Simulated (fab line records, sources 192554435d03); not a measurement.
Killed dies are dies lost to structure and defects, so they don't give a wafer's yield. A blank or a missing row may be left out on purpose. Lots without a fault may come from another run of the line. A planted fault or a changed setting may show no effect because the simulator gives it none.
fab line records | flow n5_finfet
record lots=9 wafers=27 last_day=17
route steps=1938 shown SD_EPI_P@311 ILD0@343 BEOL_M4@1111 PASSIVATION@1936
lots that met no fault: from a run of the same line without faults
start_h: hours from the record's first day to the start of the lot's first wafer shown | wait_h: hours since the lot's step before | " the same as in the row above | L1.1+2: a row that stands for several wafers | - no value, or no start given | * or withheld: withheld | < > ~ a bound
route shown NAME@n: a module of which the file shows steps, and the number in the route of the first | usual: mean/standard deviation of fault-free wafers | same: alike in all rows | chamber/n: place in a boat | sites: the reading at each site | _std_site: their standard deviation | _edge_site: outer sites' mean less inner sites' | radius_mm: how far each site lies from the wafer's centre | mask NAME#n: copy n | behind: the tool/chamber that last shaped the wafer | hold: why the lot was held/for how many hours/how that ended | device: the transistor (n, p or np) that didn't switch | end of line: the same wafers' tests at the end of the route | a step without rows: its recipe alone | killed: dies lost to structure and defects at the first sort, not the wafer's yield | map: a wafer's dies, x killed, . not, _ none there
set.NAME: the setting as run; set.NAME@STEP: as run at that earlier step | model.NAME: the simulator's own value behind a step, which no gauge read
steps of the route over a sample of lots; a table a step, a row a wafer
services: from which hour (start_h, from the record's first day; less than 0 if before it) a tool's chamber was out of use, for how many hours, and why
## steps
# step N5_SD_EPI_P_ETCH_47
# recipe chemistry=CH3F/O2 target=SiOCN target_depth_a=250 mask_material=SOC ion_energy_ev=60 bias_w=29 pressure_mtorr=30 source_w=410 Ar_flow_sccm=150 CH3F_flow_sccm=30 O2_flow_sccm=20
# usual drypump_motor_current_A=5.6/0.32 oes_product_au=0.78/0.058 rf_vpp_V=126.7/1.6 showerhead_plenum_p_Torr=1.92/0.067 throttle_valve_pct=16.23/0.21
# columns lot.wafer tool chamber start_h wait_h drypump_motor_current_A oes_product_au rf_hours_counter_h rf_vpp_V showerhead_plenum_p_Torr throttle_valve_pct
L750.3 rie_diel-04 3 60.11 0.1 6.0 0.81 91 128.7 1.94 15.98
L750.4 " 1 " " 5.1 0.74 181 126.6 1.91 16.56
L750.5 " 0 " " 5.2 0.71 - 126.5 1.98 16.22
L754.2 rie_diel-03 3 82.70 0.1 5.3 0.74 172 126.4 1.91 16.38
L754.3 " 1 " " 6.1 0.96 11 123.1 1.96 16.00
L754.6 " 0 " " 5.4 0.79 - 127.0 1.86 16.32
L756.1 rie_diel-03 1 95.81 0.1 6.1 0.93 16 125.6 1.96 16.00
L756.3 " 3 " " 5.3 0.74 176 124.1 1.91 16.42
L756.4 " 0 " " 5.4 0.79 112 127.4 1.86 16.32
L757.2 rie_diel-01 2 101.31 0.1 5.7 0.82 93 129.5 2.02 15.94
L757.3 " 3 " " 5.5 0.79 120 126.2 1.86 16.44
L757.4 " 1 " " 5.9 0.75 149 128.4 2.09 16.10
L763.3 rie_diel-03 0 146.88 0.1 5.5 0.78 128 127.4 1.85 16.35
L763.4 " 2 " " 5.4 0.78 124 123.2 1.86 16.16
L763.6 " 0 " " 5.4 0.78 - 127.0 1.85 16.35
L764.2 rie_diel-04 3 149.26 0.1 6.0 0.78 115 129.8 1.93 16.03
L764.5 " 1 " " 5.1 0.71 - 128.0 1.90 16.61
L764.6 " 0 " " 5.2 0.69 - 126.2 1.97 16.27
L765.1 rie_diel-03 1 151.62 0.1 6.1 0.90 33 125.9 1.95 16.03
L765.5 " 0 " " 5.5 0.77 - 128.4 1.85 16.36
L765.6 " 1 " " 6.1 0.89 - 124.5 1.95 16.02
L768.1 rie_diel-04 3 171.25 0.1 6.0 0.79 123 129.6 1.93 16.03
L768.3 " 1 " " 5.1 0.72 213 128.6 1.90 16.61
L768.6 " 2 " " 5.8 0.76 - 125.7 1.85 16.24
L771.2 rie_diel-04 1 187.64 0.1 5.1 0.71 218 127.5 1.90 16.64
L771.4 " 2 " " 5.8 0.75 142 125.8 1.85 16.24
L771.6 " 1 " " 5.1 0.71 - 129.0 1.90 16.63
# step N5_SD_EPI_P_INSPECT_26
# recipe inspect_instrument=darkfield mode=post_epi
# usual raw_defect_count=181/39
# columns lot.wafer tool chamber start_h wait_h raw_defect_count
L750.3 defect_inspect-02 - 63.42 0.0 248
L750.4 " - " " 235
L750.5 " - " " 187
L754.2 defect_inspect-01 - 86.78 0.0 202
L754.3 " - " " 214
L754.6 " - " " 161
L756.1 defect_inspect-02 - 99.04 0.0 151
L756.3 " - " " 154
L756.4 " - " " 138
L757.2 defect_inspect-02 - 104.52 0.0 212
L757.3 " - " " 132
L757.4 " - " " 190
L763.3 defect_inspect-02 - 150.08 0.0 226
L763.4 " - " " 148
L763.6 " - " " 189
L764.2 defect_inspect-02 - 152.47 0.0 154
L764.5 " - " " 152
L764.6 " - " " 130
L765.1 defect_inspect-02 - 155.57 0.0 134
L765.5 " - " " 140
L765.6 " - " " 155
L768.1 defect_inspect-01 - 174.46 0.0 172
L768.3 " - " " 204
L768.6 " - " " 220
L771.2 defect_inspect-02 - 190.87 0.0 166
L771.4 " - " " 148
L771.6 " - " " 143
# step N5_ILD0_ALD_15
# recipe material=SiNx target_thk_a=240 temp_c=400 ald_precursor_family=SiH2I2 ald_co_reactant=N2/H2-plasma pulse_time_s=1 ald_cycles=480 purge_time_s=2 co_reactant_purge_time_s=2 pressure_torr=2
# usual ald_cycles=480/0 heater_power_w=861/71 precursor_pulse_height_rel=1.002/0.021
# same co_reactant_purge_time_s=2
# columns lot.wafer tool chamber start_h wait_h ald_cycles heater_power_w precursor_pulse_height_rel
L750.3 ald_sin-03 0 68.32 0.5 480 819 1.024
L750.4 " 2 " " 480 831 0.985
L750.5 " 3 69.41 1.3 480 852 0.980
L754.2 ald_sin-04 0 91.44 0.6 480 810 0.984
L754.3 " 3 " " 480 833 1.015
L754.6 " 2 92.52 1.2 480 772 1.015
L756.1 ald_sin-03 0 103.99 0.6 480 824 0.982
L756.3 " 3 " " 480 809 1.007
L756.4 " 2 " " 480 829 1.001
L757.2 ald_sin-03 1 110.26 0.9 480 944 1.036
L757.3 " 3 " " 480 817 1.006
L757.4 " 0 " " 480 801 1.002
L763.3 ald_sin-03 1 154.58 0.4 480 983 1.003
L763.4 " 0 " " 480 828 1.015
L763.6 " 1 155.67 1.1 480 933 1.045
L764.2 ald_sin-03 1 156.96 0.5 480 962 0.991
L764.5 " 2 158.05 1.2 480 821 0.995
L764.6 " 3 " " 480 834 0.991
L765.1 ald_sin-03 2 160.69 0.6 480 815 0.960
L765.5 " 3 161.77 1.2 480 831 0.978
L765.6 " 2 " " 480 816 0.982
L768.1 ald_sin-03 2 179.62 1.2 480 794 0.999
L768.3 " 3 " " 851 839 0.999
L768.6 " 0 180.71 1.7 480 830 0.993
L771.2 ald_sin-02 0 196.26 0.5 480 829 0.991
L771.4 " 1 " " 480 1030 1.015
L771.6 " 1 197.35 1.1 480 1033 1.007
# step N5_ILD0_CMP_12
# recipe stop_on=poly-Si material=SiNx t_overpolish_s=6 post_cmp_clean=alkaline_brush down_force_psi=2.5 platen_rpm=51.8 pad_velocity_m_s=1.0307 target_thk_nm=17.67
# usual motor_current_A=9.1/0.78 pad_life_wafers=1027/590 time_to_endpoint_s=28.8/2.2
# columns lot.wafer tool chamber start_h wait_h motor_current_A pad_life_wafers time_to_endpoint_s
L750.4 cmp-01 3 70.60 1.2 9.7 212 28.3
L750.3 " 0 " " 8.0 213 30.2
L750.5 " 2 " " 9.4 - 29.2
L754.3 cmp-02 0 93.71 1.2 9.4 1244 30.4
L754.2 " 1 " " 9.2 1245 32.8
L754.6 " 2 " " 7.8 - 32.1
L756.3 cmp-04 2 106.33 1.3 9.1 1032 27.1
L756.1 " 3 " " 9.0 1033 26.1
L756.4 " 1 " " 10.5 1035 26.0
L757.2 cmp-04 3 112.46 1.1 8.9 1086 31.5
L757.4 " 0 " " 8.2 1087 28.3
L757.3 " 1 " " 9.7 1088 26.6
L763.3 cmp-04 0 156.78 1.1 8.8 1458 28.9
L763.4 " 2 " " 9.4 1460 27.0
L763.6 " 0 " " 8.5 - 27.8
L764.2 cmp-02 1 159.24 1.2 9.4 1826 29.4
L764.6 " 3 " " 9.0 - 30.4
L764.5 " 0 " " 9.8 - 26.8
L765.1 cmp-04 2 162.96 1.2 9.0 1490 29.5
L765.6 " 0 " " 8.9 - 27.6
L765.5 " 1 " " 10.2 - 29.7
L768.1 cmp-04 0 181.86 1.2 8.7 1645 27.9
L768.3 " 1 " " 9.9 1646 50.1
L768.6 " 0 " " 8.8 - 23.9
L771.4 cmp-02 3 198.50 1.2 8.5 91 29.6
L771.2 " 1 " " 10.0 93 29.8
L771.6 " 2 " " 8.4 - 26.6
# step N5_ILD0_THK_MEAS_13
# usual thk_nm=17.9/1.1
# columns lot.wafer tool chamber start_h wait_h thk_nm
L750.3 film_metro-02 - 70.82 - 18.9
L750.4 " - " " 18.6
L750.5 " - " " 19.2
L754.2 film_metro-02 - 93.93 - 19.6
L754.3 " - " " 18.9
L754.6 " - " " 18.3
L756.1 film_metro-01 - 106.62 - 16.7
L756.3 " - " " 18.2
L756.4 " - " " 16.3
L757.2 film_metro-01 - 112.76 - 18.0
L757.3 " - " " 17.2
L757.4 " - " " 17.2
L763.3 film_metro-01 - 157.08 - 16.0
L763.4 " - " " 17.6
L763.6 " - " " 17.6
L764.2 film_metro-02 - 159.46 - 19.6
L764.5 " - " " 18.6
L764.6 " - " " 20.5
L765.1 film_metro-01 - 163.18 - 16.5
L765.5 " - " " 17.0
L765.6 " - " " 15.4
L768.1 film_metro-02 - 182.12 - 16.4
L768.3 " - " " 17.2
L768.6 " - " " 17.1
L771.2 film_metro-02 - 198.76 - 20.0
L771.4 " - " " 20.4
L771.6 " - " " 19.6
# step N5_BEOL_M4_RC_MEAS_101
# usual DIBL_N=36.1/1.3 DIBL_P=36.3/1.4 IOFF_N=0.162/0.024 IOFF_P=0.22/0.033 ION_N=674/9.9 ION_P=464/7.6 SS_N=71.6/0.53 SS_P=73.4/0.55 VT_N=249.4/2.9 VT_P=-249/3.3
# columns lot.wafer tool chamber start_h wait_h DIBL_N[mV/V] DIBL_P[mV/V] IOFF_N[nA/um] IOFF_P[nA/um] ION_N[uA/um] ION_P[uA/um] SS_N[mV/dec] SS_P[mV/dec] VT_N[mV] VT_P[mV]
L750.3 prober-02 0 172.21 0.3 37.1 37.7 0.190 0.26 702 481 72.4 73.6 245.7 -245
L750.4 " 0 " " 36.4 37.5 0.172 0.24 674 467 71.5 73.7 248.4 -245
L750.5 " 0 " " 35.0 34.8 0.144 0.20 669 463 71.5 73.3 249.2 -250
L754.2 prober-02 0 195.37 0.2 37.0 37.8 0.167 0.19 665 454 71.7 73.1 249.9 -253
L754.3 " 0 " " 36.8 37.4 0.158 0.18 665 453 70.7 73.3 250.6 -257
L754.6 " 0 " " 36.0 36.9 0.138 0.18 663 456 71.4 72.8 255.4 -253
L756.1 prober-01 0 202.37 0.0 36.7 37.3 0.166 0.20 670 454 70.2 72.8 248.5 -250
L756.3 " 0 " " 36.6 36.2 0.155 0.20 672 460 71.3 72.9 248.3 -255
L756.4 " 0 " " 37.6 37.2 0.177 0.21 670 452 71.9 73.0 248.4 -252
L757.2 prober-01 0 218.14 1.1 34.5 33.5 0.134 0.20 664 462 71.1 73.3 250.1 -252
L757.3 " 0 " " 35.7 34.1 0.153 0.20 668 464 71.3 72.7 248.3 -248
L757.4 " 0 " " 36.3 35.7 0.169 0.23 689 473 72.2 73.8 248.7 -247
L763.3 prober-02 0 242.71 0.3 36.8 37.4 0.171 0.27 670 469 71.9 73.5 248.2 -243
L763.4 " 0 " " 36.3 36.5 0.162 0.25 668 468 72.0 72.5 250.1 -246
L763.6 " 0 " " 35.5 35.1 0.145 0.22 664 464 72.1 72.8 250.7 -249
L764.2 prober-02 0 255.87 0.2 36.3 37.9 0.187 0.27 687 469 71.6 74.0 245.8 -246
L764.5 " 0 " " 35.5 36.5 0.165 0.24 667 461 72.0 73.5 250.1 -246
L764.6 " 0 " " 35.6 36.2 0.168 0.23 673 464 71.6 73.6 251.1 -246
L765.1 prober-01 0 265.99 0.0 36.7 36.9 0.155 0.21 667 458 72.3 73.3 253.1 -252
L765.5 " 0 " " 35.5 35.1 0.131 0.18 666 461 71.8 72.8 253.5 -253
L765.6 " 0 " " 35.3 35.4 0.133 0.19 664 456 71.6 73.3 252.2 -250
L768.1 prober-01 0 278.18 0.0 36.3 37.8 0.179 0.21 675 465 72.1 73.6 247.6 -250
L768.3 " 0 " " 35.4 36.1 0.161 0.19 675 458 71.5 73.7 248.0 -252
L768.6 " 0 " " 35.9 36.8 0.170 0.20 675 458 71.7 73.9 250.0 -250
L771.2 prober-01 0 294.21 0.2 33.7 36.0 0.133 0.19 681 464 70.8 73.6 254.7 -249
L771.4 " 0 " " 32.9 35.3 0.117 0.17 660 455 70.8 73.8 253.4 -253
L771.6 " 0 " " 33.2 35.2 0.121 0.18 669 458 71.6 72.5 255.0 -252
# step N5_PASSIVATION_PROBE_49
# usual defect_limited_yield=91.1/1.5 killed_at_M0_to_M3=36/11 killed_at_M4_up=13/5 killed_at_contacts=13/5 killed_at_front_end=40/12 killed_at_other=3.3/2.3 killed_dies=106/17 killed_open=70/13 killed_short=34/7.6 sort_bin_5_function=5.3/0.96 sort_bin_6_memory=3.3/0.66 sort_n_pass=1074/17 sort_yield_pct=91.1/1.5
# same gross_dies=1180 killed_at_back_side=0 sort_bin_4_leakage[%]=0 sort_bin_8_speed[%]=0
# columns lot.wafer tool chamber start_h wait_h defect_limited_yield[%] killed_at_M0_to_M3 killed_at_M4_up killed_at_contacts killed_at_front_end killed_at_other killed_dies killed_open killed_short sort_bin_5_function[%] sort_bin_6_memory[%] sort_n_pass sort_yield_pct[%]
L765.1 prober-01 - 380.62 0.0 89.7 41 15 11 50 5 122 79 41 5.6 4.3 1058 89.7
L765.5 prober-01 - 380.82 0.2 89.5 45 7 7 61 4 124 70 50 6.2 3.7 1056 89.5
L765.6 prober-01 - 380.87 0.3 92.7 19 14 16 34 3 86 63 21 4.5 2.4 1094 92.7
# killed by level:class
L765.1 FIN_SAQP:geometric_particle:open=19 BEOL_M0_SAQP:geometric_particle:short=13 FIN_SAQP:geometric_particle:short=10 MOL_CONTACT_COAG:geometric_particle:open=9 BEOL_M3:geometric_particle:open=8 BEOL_M2:geometric_particle:open=8 STI_FIN_REVEAL:geometric_particle:open=7 BEOL_M0_SAQP:geometric_particle:open=5
L765.5 FIN_SAQP:geometric_particle:short=17 STI_FIN_REVEAL:geometric_particle:open=12 BEOL_M0_SAQP:geometric_particle:short=12 FIN_SAQP:geometric_particle:open=11 BEOL_M1:geometric_particle:open=9 BEOL_M0_SAQP:geometric_particle:open=8 BEOL_M2:geometric_particle:open=6 MOL_CONTACT_COAG:geometric_particle:open=6
L765.6 FIN_SAQP:geometric_particle:open=13 MOL_CONTACT_COAG:geometric_particle:open=10 BEOL_M0_SAQP:geometric_particle:open=7 STI_FIN_REVEAL:geometric_particle:open=6 MOL_CONTACT_COAG:geometric_particle:short=6 BEOL_M0_SAQP:geometric_particle:short=5 BEOL_M1:geometric_particle:open=3 BEOL_M3:geometric_particle:open=3
## services
# columns tool chamber start_h hours kind
cmp-01 - 36.18 4.0 pm
rie_diel-03 0 57.29 12.0 repair
cmp-01 - 59.51 3.7 repair
ald_sin-02 - 67.35 0.4 repair
rie_diel-03 3 68.58 5.6 repair
cmp-01 - 72.24 31.9 repair
cmp-02 - 81.87 0.4 repair
ald_sin-03 - 85.25 14.0 pm
ald_sin-03 0 85.25 14.0 vent_cycle
ald_sin-03 1 85.25 14.0 vent_cycle
rie_diel-01 2 91.81 7.0 repair
cmp-01 - 104.18 4.5 pm
ald_sin-04 - 109.71 2.8 pm
ald_sin-03 - 131.06 1.0 repair
cmp-04 - 131.65 2.6 repair
rie_diel-01 3 135.21 3.0 repair
rie_diel-04 0 154.84 11.5 repair
cmp-04 - 157.70 1.3 repair
cmp-04 - 169.03 0.3 repair
cmp-04 - 169.93 0.9 repair
ald_sin-04 - 177.59 14.0 pm
rie_diel-01 - 181.01 0.5 repair
ald_sin-03 2 182.01 9.5 repair
cmp-02 - 184.67 4.0 pm
## key
first_sign step=N5_ILD0_ALD_15 reading=ald_cycles direction=up sigmas=99+ usual=* struck=*
effect step=N5_ILD0_CMP_12 reading=time_to_endpoint_s direction=up sigmas=9.6 usual=* struck=*
met_at N5_ILD0_ALD_15
struck_lots L768
struck_wafers L768.3
not_acting_at N5_SD_EPI_P_ETCH_47,N5_SD_EPI_P_INSPECT_26,N5_ILD0_THK_MEAS_13
onset_between 160.69 179.62
fault kind=process_parameter_drift tool=ald_sin-03 chamber=3 onset_h=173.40 steps=N5_ILD0_ALD_15 channel=ald_cycles offset=* shape=step acts_in=* stated=*
